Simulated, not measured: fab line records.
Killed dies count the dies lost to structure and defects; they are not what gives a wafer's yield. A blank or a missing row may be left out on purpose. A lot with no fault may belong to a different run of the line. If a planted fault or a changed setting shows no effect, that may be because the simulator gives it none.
Which of the tools did it? / flow n5-finfet / 10 lots with 30 wafers sampled at 5 steps, on a route of 1938 steps

== WHAT THE GAUGES SHOWED, per wafer ==
N5_HKMG_FIN_CD_MEAS_49: target cd 202 nm.
lot=L559; measured=day 4 03:47; on=cd-sem-03; cd-nm (nm)=201.6 202.0 201.6
lot=L563; measured=day 5 04:35; on=cd-sem-02; cd-nm (nm)=202.6 202.3 201.7
lot=L565; measured=day 5 15:29; on=cd-sem-03; cd-nm (nm)=202.2 201.5 201.1
lot=L569; measured=day 6 23:31; on=cd-sem-03; cd-nm (nm)=202.9 202.5 202.8
lot=L572; measured=day 8 03:38; on=cd-sem-01; cd-nm (nm)=202.0 201.6 201.6
lot=L574; measured=day 8 08:22; on=cd-sem-02; cd-nm (nm)=201.8 202.6 201.6
lot=L577; measured=day 8 20:44; on=cd-sem-02; cd-nm (nm)=202.0 202.5 202.2
lot=L578; measured=day 8 23:20; on=cd-sem-01; cd-nm (nm)=200.3 201.9 200.9
lot=L580; measured=day 9 14:47; on=cd-sem-01; cd-nm (nm)=202.7 200.9 201.3
lot=L581; measured=day 10 00:28; on=cd-sem-01; cd-nm (nm)=201.5 201.3 201.4

N5_HKMG_FIN_OVL_MEAS_50.
lot=L559; measured=day 4 03:50; on=overlay-02; NDIPOLE_OVL (nm)=-0.6 0.0 -0.5
lot=L563; measured=day 5 04:37; on=overlay-02; NDIPOLE_OVL (nm)=0.9 -0.8 -0.8
lot=L565; measured=day 5 15:31; on=overlay-01; NDIPOLE_OVL (nm)=0.1 -1.0 -0.3
lot=L569; measured=day 6 23:33; on=overlay-01; NDIPOLE_OVL (nm)=0.3 -0.5 0.0
lot=L572; measured=day 8 03:40; on=overlay-02; NDIPOLE_OVL (nm)=0.6 -0.7 0.3
lot=L574; measured=day 8 08:24; on=overlay-01; NDIPOLE_OVL (nm)=-0.6 -0.3 -0.1
lot=L577; measured=day 8 20:46; on=overlay-01; NDIPOLE_OVL (nm)=-0.3 0.4 0.6
lot=L578; measured=day 8 23:22; on=overlay-01; NDIPOLE_OVL (nm)=-0.2 -1.8 -0.3
lot=L580; measured=day 9 14:49; on=overlay-01; NDIPOLE_OVL (nm)=-1.2 -0.6 -0.8
lot=L581; measured=day 10 00:29; on=overlay-01; NDIPOLE_OVL (nm)=1.4 0.6 0.7

N5_BEOL_M4_RC_MEAS_101.
lot=L559; measured=day 7 20:03; on=prober-01; DIBL_N (mV/V)=34.9 34.5 37.4; DIBL_P (mV/V)=35.9 35.7 37.8; IOFF_N (nA/um)=0.152 0.133 0.186; IOFF_N_85C (nA/um)=3.0 2.7 3.5; IOFF_N_LIN (nA/um)=0.073 0.063 0.082; IOFF_N_LONG (nA/um)=5.6e-05 5.46e-05 5.59e-05; IOFF_P (nA/um)=0.17 0.18 0.20; ION_N (uA/um)=682 660 670; ION_P (uA/um)=454 449 453; SS_N (mV/dec)=71.5 71.4 72.5; SS_P (mV/dec)=73.3 73.7 73.2; VT_N (mV)=250 251 244; VT_N_LONG (mV)=274.3 275.3 274.1; VT_P (mV)=-254 -253 -253; VT_P_LVT (mV)=-102 -102 -100
lot=L563; measured=day 9 04:07; on=prober-01; DIBL_N (mV/V)=35.8 35.5 37.0; DIBL_P (mV/V)=34.7 34.8 36.7; IOFF_N (nA/um)=0.145 0.150 0.172; IOFF_N_85C (nA/um)=2.9 3.0 3.3; IOFF_N_LIN (nA/um)=0.067 0.071 0.077; IOFF_N_LONG (nA/um)=5.56e-05 5.64e-05 5.48e-05; IOFF_P (nA/um)=0.19 0.20 0.23; ION_N (uA/um)=660 681 667; ION_P (uA/um)=451 465 460; SS_N (mV/dec)=71.2 71.0 70.9; SS_P (mV/dec)=73.5 73.2 73.8; VT_N (mV)=249 250 248; VT_N_LONG (mV)=276.1 275.1 275.1; VT_P (mV)=-251 -249 -248; VT_P_LVT (mV)=-101 -99 -98
lot=L565; measured=day 9 18:33; on=prober-01; DIBL_N (mV/V)=36.1 34.1 37.8; DIBL_P (mV/V)=36.2 34.4 38.3; IOFF_N (nA/um)=0.176 0.137 0.221; IOFF_N_85C (nA/um)=3.3 2.7 4.1; IOFF_N_LIN (nA/um)=0.081 0.067 0.100; IOFF_N_LONG (nA/um)=6.11e-05 6.03e-05 6.11e-05; IOFF_P (nA/um)=0.26 0.23 0.30; ION_N (uA/um)=697 680 711; ION_P (uA/um)=483 475 487; SS_N (mV/dec)=71.6 70.8 72.2; SS_P (mV/dec)=73.3 73.2 74.0; VT_N (mV)=245 249 242; VT_N_LONG (mV)=271.2 269.8 272.1; VT_P (mV)=-244 -244 -242; VT_P_LVT (mV)=-91 -92 -90
lot=L569; measured=day 10 17:23; on=prober-01; DIBL_N (mV/V)=37.6 36.9 36.2; DIBL_P (mV/V)=37.8 38.0 36.3; IOFF_N (nA/um)=0.174 0.172 0.153; IOFF_N_85C (nA/um)=3.4 3.4 3.1; IOFF_N_LIN (nA/um)=0.079 0.082 0.072; IOFF_N_LONG (nA/um)=5.75e-05 5.68e-05 5.76e-05; IOFF_P (nA/um)=0.24 0.26 0.22; ION_N (uA/um)=669 694 684; ION_P (uA/um)=461 477 468; SS_N (mV/dec)=71.9 71.3 71.9; SS_P (mV/dec)=73.7 73.5 73.2; VT_N (mV)=250 248 249; VT_N_LONG (mV)=273.0 271.3 270.8; VT_P (mV)=-250 -247 -247; VT_P_LVT (mV)=-96 -95 -97
lot=L572; measured=day 11 23:48; on=prober-02; DIBL_N (mV/V)=38.3 39.2 35.4; DIBL_P (mV/V)=39.6 40.3 35.6; IOFF_N (nA/um)=0.211 0.215 0.146; IOFF_N_85C (nA/um)=4.0 4.1 3.0; IOFF_N_LIN (nA/um)=0.095 0.096 0.070; IOFF_N_LONG (nA/um)=5.58e-05 5.59e-05 5.68e-05; IOFF_P (nA/um)=0.29 0.29 0.21; ION_N (uA/um)=697 685 673; ION_P (uA/um)=479 469 468; SS_N (mV/dec)=71.4 72.0 71.3; SS_P (mV/dec)=73.7 74.0 72.5; VT_N (mV)=248 246 249; VT_N_LONG (mV)=272.4 272.9 272.4; VT_P (mV)=-245 -244 -250; VT_P_LVT (mV)=-95 -94 -98
lot=L574; measured=day 12 04:33; on=prober-01; DIBL_N (mV/V)=36.4 40.3 36.8; DIBL_P (mV/V)=35.7 39.6 35.8; IOFF_N (nA/um)=0.127 0.217 0.137; IOFF_N_85C (nA/um)=2.6 4.1 2.8; IOFF_N_LIN (nA/um)=0.060 0.092 0.064; IOFF_N_LONG (nA/um)=5.09e-05 5.13e-05 5.14e-05; IOFF_P (nA/um)=0.16 0.22 0.16; ION_N (uA/um)=656 674 656; ION_P (uA/um)=444 453 449; SS_N (mV/dec)=71.0 72.3 71.5; SS_P (mV/dec)=72.9 74.0 73.3; VT_N (mV)=255 245 252; VT_N_LONG (mV)=278.0 276.8 276.1; VT_P (mV)=-257 -252 -258; VT_P_LVT (mV)=-106 -101 -105
lot=L577; measured=day 12 22:46; on=prober-02; DIBL_N (mV/V)=35.4 36.2 35.9; DIBL_P (mV/V)=35.2 34.6 35.9; IOFF_N (nA/um)=32.881 32.024 34.936; IOFF_N_85C (nA/um)=272.1 268.4 289.1; IOFF_N_LIN (nA/um)=15.359 14.789 16.285; IOFF_N_LONG (nA/um)=0.011251 0.011244 0.011401; IOFF_P (nA/um)=0.17 0.16 0.18; ION_N (uA/um)=968 955 980; ION_P (uA/um)=463 446 466; SS_N (mV/dec)=71.0 71.2 71.3; SS_P (mV/dec)=72.1 73.0 73.0; VT_N (mV)=95 98 96; VT_N_LONG (mV)=120.9 121.4 119.8; VT_P (mV)=-251 -256 -254; VT_P_LVT (mV)=-254 -254 -254
lot=L578; measured=day 13 01:34; on=prober-02; DIBL_N (mV/V)=36.3 35.6 35.4; DIBL_P (mV/V)=36.5 36.2 35.1; IOFF_N (nA/um)=29.621 25.551 26.045; IOFF_N_85C (nA/um)=251.5 220.6 225.1; IOFF_N_LIN (nA/um)=13.776 12.047 12.592; IOFF_N_LONG (nA/um)=0.008462 0.0082626 0.0086484; IOFF_P (nA/um)=0.20 0.20 0.19; ION_N (uA/um)=952 937 954; ION_P (uA/um)=456 451 459; SS_N (mV/dec)=72.0 71.5 70.9; SS_P (mV/dec)=74.1 73.5 74.4; VT_N (mV)=101 105 104; VT_N_LONG (mV)=129.6 130.5 128.8; VT_P (mV)=-253 -255 -253; VT_P_LVT (mV)=-253 -253 -256
lot=L580; measured=day 13 16:08; on=prober-01; DIBL_N (mV/V)=36.3 38.2 37.6; DIBL_P (mV/V)=35.9 37.1 37.4; IOFF_N (nA/um)=0.147 0.161 0.169; IOFF_N_85C (nA/um)=2.9 3.1 3.3; IOFF_N_LIN (nA/um)=0.067 0.073 0.077; IOFF_N_LONG (nA/um)=5.46e-05 5.52e-05 5.55e-05; IOFF_P (nA/um)=0.21 0.23 0.24; ION_N (uA/um)=659 665 668; ION_P (uA/um)=459 457 464; SS_N (mV/dec)=71.3 71.4 72.0; SS_P (mV/dec)=72.9 73.6 73.7; VT_N (mV)=253 250 246; VT_N_LONG (mV)=277.2 276.2 273.7; VT_P (mV)=-249 -250 -249; VT_P_LVT (mV)=-101 -100 -97
lot=L581; measured=day 13 20:43; on=prober-01; DIBL_N (mV/V)=35.2 35.4 36.6; DIBL_P (mV/V)=34.8 35.0 36.5; IOFF_N (nA/um)=0.133 0.141 0.165; IOFF_N_85C (nA/um)=2.7 2.8 3.2; IOFF_N_LIN (nA/um)=0.064 0.070 0.076; IOFF_N_LONG (nA/um)=5.52e-05 5.47e-05 5.58e-05; IOFF_P (nA/um)=0.19 0.20 0.21; ION_N (uA/um)=649 670 663; ION_P (uA/um)=452 462 447; SS_N (mV/dec)=72.1 71.4 72.4; SS_P (mV/dec)=72.1 72.8 71.9; VT_N (mV)=252 250 249; VT_N_LONG (mV)=274.8 272.0 275.6; VT_P (mV)=-252 -251 -251; VT_P_LVT (mV)=-99 -98 -99

== EACH LOT AND THE TOOL THAT RAN IT (in order: tool; ch and the chambers of the sampled wafers; start) ==
lot=L559; N5_HKMG_FIN_HK_ALD_01=ald-hk-02 ch 1,2, day 4 02:50; N5_HKMG_FIN_WET_ETCH_76=wet-bench-01 ch 3,4,7, day 4 04:56
lot=L563; N5_HKMG_FIN_HK_ALD_01=ald-hk-01 ch 1,2, day 5 03:32; N5_HKMG_FIN_WET_ETCH_76=wet-bench-06 ch 0,3,5, day 5 05:29
lot=L565; N5_HKMG_FIN_HK_ALD_01=ald-hk-02 ch 2,3, day 5 14:32; N5_HKMG_FIN_WET_ETCH_76=wet-bench-01 ch 1,2,4, day 5 16:38
lot=L569; N5_HKMG_FIN_HK_ALD_01=ald-hk-03 ch 1,2,3, day 6 22:35; N5_HKMG_FIN_WET_ETCH_76=wet-bench-01 ch 0,3,6, day 7 00:26
lot=L572; N5_HKMG_FIN_HK_ALD_01=ald-hk-03 ch 1,2,3, day 8 02:47; N5_HKMG_FIN_WET_ETCH_76=wet-bench-06 ch 2,4,7, day 8 04:31
lot=L574; N5_HKMG_FIN_HK_ALD_01=ald-hk-01 ch 0,2,3, day 8 07:33; N5_HKMG_FIN_WET_ETCH_76=wet-bench-05 ch 2,4,6, day 8 09:16
lot=L577; N5_HKMG_FIN_HK_ALD_01=ald-hk-01 ch 1,2,3, day 8 19:47; N5_HKMG_FIN_WET_ETCH_76=wet-bench-06 ch 1,3,7, day 8 21:37
lot=L578; N5_HKMG_FIN_HK_ALD_01=ald-hk-03 ch 0,1,3, day 8 22:23; N5_HKMG_FIN_WET_ETCH_76=wet-bench-06 ch 1,4,5, day 9 00:14
lot=L580; N5_HKMG_FIN_HK_ALD_01=ald-hk-02 ch 0,1,2, day 9 13:50; N5_HKMG_FIN_WET_ETCH_76=wet-bench-01 ch 0,4,6, day 9 16:28
lot=L581; N5_HKMG_FIN_HK_ALD_01=ald-hk-01 ch 0,1,3, day 9 23:38; N5_HKMG_FIN_WET_ETCH_76=wet-bench-06 ch 3,4,7, day 10 01:41
- N5_HKMG_FIN_HK_ALD_01: deposits HfO2, target thk 1.6 nm, pulse time 3 s, purge time 3 s.
- N5_HKMG_FIN_WET_ETCH_76: etches Al2O3 in dNH4OH, stops on La2O3, target depth 2.25 nm, rinse time 30 s.

== AS READ BY THE TOOLS THEMSELVES (means over the sampled wafers that have a number; for cases with no such wafer, the mark the record gives instead) ==
N5_HKMG_FIN_HK_ALD_01.
lot=L559 tool=ald-hk-02 precursor-pulse-height-rel=0.999
lot=L563 tool=ald-hk-01 precursor-pulse-height-rel=0.993
lot=L565 tool=ald-hk-02 precursor-pulse-height-rel=1.004
lot=L569 tool=ald-hk-03 precursor-pulse-height-rel=1.003
lot=L572 tool=ald-hk-03 precursor-pulse-height-rel=0.993
lot=L574 tool=ald-hk-01 precursor-pulse-height-rel=1.004
lot=L577 tool=ald-hk-01 precursor-pulse-height-rel=1.007
lot=L578 tool=ald-hk-03 precursor-pulse-height-rel=0.998
lot=L580 tool=ald-hk-02 precursor-pulse-height-rel=0.993
lot=L581 tool=ald-hk-01 precursor-pulse-height-rel=1.008

N5_HKMG_FIN_WET_ETCH_76.
lot=L559; tool=wet-bench-01; bath-heat-duty-pct (%)=6.7; rinse-temp-c (C)=22.87
lot=L563; tool=wet-bench-06; bath-heat-duty-pct (%)=6.7; rinse-temp-c (C)=23.01
lot=L565; tool=wet-bench-01; bath-heat-duty-pct (%)=6.4; rinse-temp-c (C)=22.95
lot=L569; tool=wet-bench-01; bath-heat-duty-pct (%)=6.3; rinse-temp-c (C)=23.05
lot=L572; tool=wet-bench-06; bath-heat-duty-pct (%)=6.2; rinse-temp-c (C)=23.02
lot=L574; tool=wet-bench-05; bath-heat-duty-pct (%)=6.5; rinse-temp-c (C)=22.96
lot=L577; tool=wet-bench-06; bath-heat-duty-pct (%)=-; rinse-temp-c (C)=-
lot=L578; tool=wet-bench-06; bath-heat-duty-pct (%)=-; rinse-temp-c (C)=-
lot=L580; tool=wet-bench-01; bath-heat-duty-pct (%)=7.1; rinse-temp-c (C)=22.98
lot=L581; tool=wet-bench-06; bath-heat-duty-pct (%)=6.2; rinse-temp-c (C)=22.98

== THE ANSWER, worked out from the rows above alone ==
Rule: what is usual is taken from the lots themselves. Put in order of their means at a reading, lots are off if they are a third of the lots or fewer, leave a main group of 4 or more, and stand apart from it by a gap of 3 or more times the standard deviation of the main group's means; of several such gaps the widest counts. A main group is skipped when, at the precision printed for the reading in the tables above, its means are all equal. A lot without any number at a reading at which 4 lots or more have one is off too. Where the step has rows for the other lots, those lots are counted as sound. First the gauges in route order, then the tools' own readings, where a lot's mean is used as printed above. The first step at which some lot is off is used, and at that step the reading that is off furthest; a lot without a number counts as furthest.
Off: at N5_BEOL_M4_RC_MEAS_101 (IOFF_N_LONG), L577, L578. For the main group the mean is 5.59e-05 nA/um and the standard deviation 2.5e-06.
If a tool, at a process step before that reading, ran all the lots that are off and no sound lot after the first of them, it fits. Not tried: the gauges at N5_BEOL_M4_RC_MEAS_101; whatever is off there is also off at N5_HKMG_FIN_WET_ETCH_76, on other tools, and gauge error can't account for it. None of those tried fits.

== WHAT HAD BEEN PUT IN BY THE SIMULATOR ==
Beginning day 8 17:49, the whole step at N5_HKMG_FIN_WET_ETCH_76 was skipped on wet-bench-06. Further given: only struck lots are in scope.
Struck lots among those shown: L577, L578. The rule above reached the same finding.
